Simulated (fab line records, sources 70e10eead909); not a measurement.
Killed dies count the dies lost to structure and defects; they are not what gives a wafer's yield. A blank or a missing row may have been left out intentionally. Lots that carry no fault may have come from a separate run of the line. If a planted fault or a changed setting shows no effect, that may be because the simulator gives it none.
Matching of chambers || flow nandHarc || rieDiel-03 running NHARC_A_CONTACT_ETCH_31: 4 sister chambers
The step etches the open film in O2/COS, target depth 2800 nm, time 728 s. 14 wafers are shown with their chamber, then 7 later ones without.

== WAFERS, EACH WITH ITS CHAMBER ==
{"wafer": "L679.3", "chamber": 1, "showerheadPlenumPTorr (Torr)": 3.02, "drypumpMotorCurrentA (A)": 5.1, "rfVppV (V)": 312.1}
{"wafer": "L679.5", "chamber": 0, "showerheadPlenumPTorr (Torr)": 2.93, "drypumpMotorCurrentA (A)": 5.8, "rfVppV (V)": 313.1}
{"wafer": "L679.6", "chamber": 1, "showerheadPlenumPTorr (Torr)": 3.02, "drypumpMotorCurrentA (A)": 5.1, "rfVppV (V)": 312.1}
{"wafer": "L680.2", "chamber": 3, "showerheadPlenumPTorr (Torr)": 3.30, "drypumpMotorCurrentA (A)": 5.2, "rfVppV (V)": 316.2}
{"wafer": "L680.4", "chamber": 2, "showerheadPlenumPTorr (Torr)": 2.98, "drypumpMotorCurrentA (A)": 5.8, "rfVppV (V)": 311.3}
{"wafer": "L680.5", "chamber": 1, "showerheadPlenumPTorr (Torr)": 3.02, "drypumpMotorCurrentA (A)": 5.1, "rfVppV (V)": 312.0}
{"wafer": "L682.1", "chamber": 3, "showerheadPlenumPTorr (Torr)": 3.30, "drypumpMotorCurrentA (A)": 5.2, "rfVppV (V)": 316.8}
{"wafer": "L682.4", "chamber": 1, "showerheadPlenumPTorr (Torr)": 3.02, "drypumpMotorCurrentA (A)": 5.1, "rfVppV (V)": 313.6}
{"wafer": "L682.5", "chamber": 3, "showerheadPlenumPTorr (Torr)": 3.30, "drypumpMotorCurrentA (A)": 5.3, "rfVppV (V)": 316.7}
{"wafer": "L685.2", "chamber": 0, "showerheadPlenumPTorr (Torr)": 2.93, "drypumpMotorCurrentA (A)": 5.8, "rfVppV (V)": 312.5}
{"wafer": "L685.3", "chamber": 1, "showerheadPlenumPTorr (Torr)": 3.02, "drypumpMotorCurrentA (A)": 5.1, "rfVppV (V)": 312.8}
{"wafer": "L685.4", "chamber": 3, "showerheadPlenumPTorr (Torr)": 3.30, "drypumpMotorCurrentA (A)": 5.2, "rfVppV (V)": 315.7}
{"wafer": "L690.1", "chamber": 2, "showerheadPlenumPTorr (Torr)": 2.97, "drypumpMotorCurrentA (A)": 5.8, "rfVppV (V)": 311.3}
{"wafer": "L690.4", "chamber": 1, "showerheadPlenumPTorr (Torr)": 3.01, "drypumpMotorCurrentA (A)": 5.1, "rfVppV (V)": 313.0}

SIGNATURES (means of the wafers above)
{"reading": "showerheadPlenumPTorr", "chamber 0": 2.9300, "chamber 1": 3.0183, "chamber 2": 2.9750, "chamber 3": 3.3000, "scatter within a chamber": 0.00365}
{"reading": "drypumpMotorCurrentA", "chamber 0": 5.800, "chamber 1": 5.100, "chamber 2": 5.800, "chamber 3": 5.225, "scatter within a chamber": 0.0274}
{"reading": "rfVppV", "chamber 0": 312.800, "chamber 1": 312.600, "chamber 2": 311.300, "chamber 3": 316.350, "scatter within a chamber": 0.549}
Rule: a wafer's distance from a chamber is the root of the sum, over the readings, of the square of ((its reading less the chamber's mean) divided by the reading's scatter). If the next closest chamber is less than 2 further off than the closest, the wafer can't be placed; otherwise it belongs to the closest. The scatter is the square root of a quotient: the sum, over the shown wafers, of each reading's squared deviation from its chamber's mean, divided by wafers minus chambers.

== WAFERS WHOSE CHAMBER IS MISSING ==
{"wafer": "L690.5", "showerheadPlenumPTorr (Torr)": 2.92, "drypumpMotorCurrentA (A)": 5.8, "rfVppV (V)": 311.1}
{"wafer": "L691.1", "showerheadPlenumPTorr (Torr)": 2.97, "drypumpMotorCurrentA (A)": 5.8, "rfVppV (V)": 313.1}
{"wafer": "L691.3", "showerheadPlenumPTorr (Torr)": 3.01, "drypumpMotorCurrentA (A)": 5.1, "rfVppV (V)": 313.8}
{"wafer": "L691.4", "showerheadPlenumPTorr (Torr)": 3.29, "drypumpMotorCurrentA (A)": 5.2, "rfVppV (V)": 316.0}
{"wafer": "L702.1", "showerheadPlenumPTorr (Torr)": 2.96, "drypumpMotorCurrentA (A)": 5.8, "rfVppV (V)": 312.7}
{"wafer": "L702.4", "showerheadPlenumPTorr (Torr)": 3.29, "drypumpMotorCurrentA (A)": 5.2, "rfVppV (V)": 317.3}
{"wafer": "L702.5", "showerheadPlenumPTorr (Torr)": 3.29, "drypumpMotorCurrentA (A)": 5.2, "rfVppV (V)": 315.9}

== WHICH CHAMBER EACH ONE RAN IN ==
{"wafer": "L690.5", "from the rows above": 0, "in truth": 0}
{"wafer": "L691.1", "from the rows above": 2, "in truth": 2}
{"wafer": "L691.3", "from the rows above": 1, "in truth": 1}
{"wafer": "L691.4", "from the rows above": 3, "in truth": 3}
{"wafer": "L702.1", "from the rows above": 2, "in truth": 2}
{"wafer": "L702.4", "from the rows above": 3, "in truth": 3}
{"wafer": "L702.5", "from the rows above": 3, "in truth": 3}
7 of 7 placed correctly. Left unplaced by these rows: 0. Number placed wrongly: 0.
